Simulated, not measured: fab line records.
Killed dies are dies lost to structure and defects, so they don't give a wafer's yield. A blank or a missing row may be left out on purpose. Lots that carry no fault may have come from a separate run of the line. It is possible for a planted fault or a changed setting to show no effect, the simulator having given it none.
Chamber matching	flow n5Finfet	rieDiel-03 running N5_BEOL_M0_TRENCH_ETCH_107: 4 sister chambers
The step etches SiOC in C4F6/O2, target depth 32.8 nm, time 16.4 s. 16 wafers are shown with their chamber, then 8 later ones without.

EACH WAFER AND ITS CHAMBER
wafer	chamber	drypumpMotorCurrentA (A)	rfVppV (V)	showerheadPlenumPTorr (Torr)
L080.2	1	5.7	676	2.87
L080.4	2	5.0	666	2.84
L080.6	0	5.9	676	2.96
L082.2	2	5.0	667	2.84
L082.5	3	5.7	642	2.73
L082.6	2	5.0	666	2.84
L084.2	3	5.7	640	2.73
L084.4	0	5.9	676	2.96
L084.6	3	5.6	641	2.73
L085.1	3	5.7	642	2.73
L085.2	0	5.9	677	2.95
L085.6	2	5.0	666	2.83
L087.1	2	5.0	667	2.83
L087.5	1	5.7	676	2.86
L087.6	0	5.9	676	2.95
L089.2	1	5.7	675	2.86

SIGNATURES (means of the wafers above)
reading	chamber 0	chamber 1	chamber 2	chamber 3	scatter within a chamber
drypumpMotorCurrentA	5.900	5.700	5.000	5.675	0.025
rfVppV	676.25	675.67	666.40	641.25	0.669
showerheadPlenumPTorr	2.9550	2.8633	2.8360	2.7300	0.00489
Rule: a wafer lies at a distance from a chamber equal to the root of the sum of squares, over the readings, of (its reading less the chamber's mean, divided by the reading's scatter). If the next closest chamber is less than 2 further off than the closest, the wafer can't be placed; otherwise it belongs to the closest. The scatter: the root of (the sum of the squares of (reading less its chamber's mean) over the shown wafers, divided by (wafers less chambers)).

WAFERS WHOSE CHAMBER IS MISSING
wafer	drypumpMotorCurrentA (A)	rfVppV (V)	showerheadPlenumPTorr (Torr)
L089.4	5.0	665	2.83
L089.5	5.0	667	2.83
L092.2	5.7	640	2.72
L092.3	5.6	677	2.86
L092.4	5.9	677	2.95
L094.1	5.6	641	2.72
L094.5	5.9	676	2.94
L094.6	5.7	677	2.85

WHICH CHAMBER EACH WENT THROUGH
wafer	from the rows above	in truth
L089.4	2	2
L089.5	2	2
L092.2	3	3
L092.3	1	1
L092.4	0	0
L094.1	3	3
L094.5	0	0
L094.6	1	1
Correctly placed: 8 of 8. Number that these rows cannot place: 0. Placed wrongly: 0.
